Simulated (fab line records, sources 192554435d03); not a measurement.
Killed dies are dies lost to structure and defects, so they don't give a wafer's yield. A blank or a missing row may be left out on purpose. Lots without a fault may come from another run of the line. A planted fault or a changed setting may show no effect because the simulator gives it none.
Chamber matching | flow n5_finfet | N5_BEOL_M1_STRIP_19 on rie_diel-06: 4 sister chambers
The step strips in O2. 4 wafers are shown with their chamber, then 10 later ones without.

WAFERS WITH THEIR CHAMBER
wafer  | chamber | showerhead_plenum_p_Torr (Torr)
L086.5 | 2       | 2.20
L088.5 | 3       | 1.99
L092.1 | 1       | 2.13
L092.3 | 0       | 2.13

WAFERS WITHOUT THEIR CHAMBER
wafer  | showerhead_plenum_p_Torr (Torr)
L092.5 | 2.20
L093.3 | 2.13
L093.5 | 2.13
L093.6 | 1.98
L094.1 | 2.13
L094.2 | 1.98
L094.4 | 2.20
L097.2 | 1.98
L097.4 | 2.13
L097.6 | 2.13

WHICH CHAMBER EACH WENT THROUGH
wafer  | from the rows above     | in truth
L092.5 | 2                       | 2
L093.3 | can't be placed: 0 or 1 | 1
L093.5 | can't be placed: 0 or 1 | 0
L093.6 | 3                       | 3
L094.1 | can't be placed: 0 or 1 | 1
L094.2 | 3                       | 3
L094.4 | 2                       | 2
L097.2 | 3                       | 3
L097.4 | can't be placed: 0 or 1 | 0
L097.6 | can't be placed: 0 or 1 | 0
Placed correctly: 5 of 10. Can't be placed from these rows: 5 (the true chamber is among the candidates in 5). Placed wrongly: 0.
How it was worked out, from the rows above alone: a wafer's distance from a chamber is the root of the sum, over the readings, of the square of ((its reading less the chamber's mean) divided by the reading's scatter). The wafer belongs to the nearest chamber; if the next one is less than 2 further off, it can't be placed. A chamber's mean is the mean of its shown wafers. The scatter: with one shown wafer a chamber, the root of the mean of the squares of how far each hidden wafer lies from its nearest shown one.
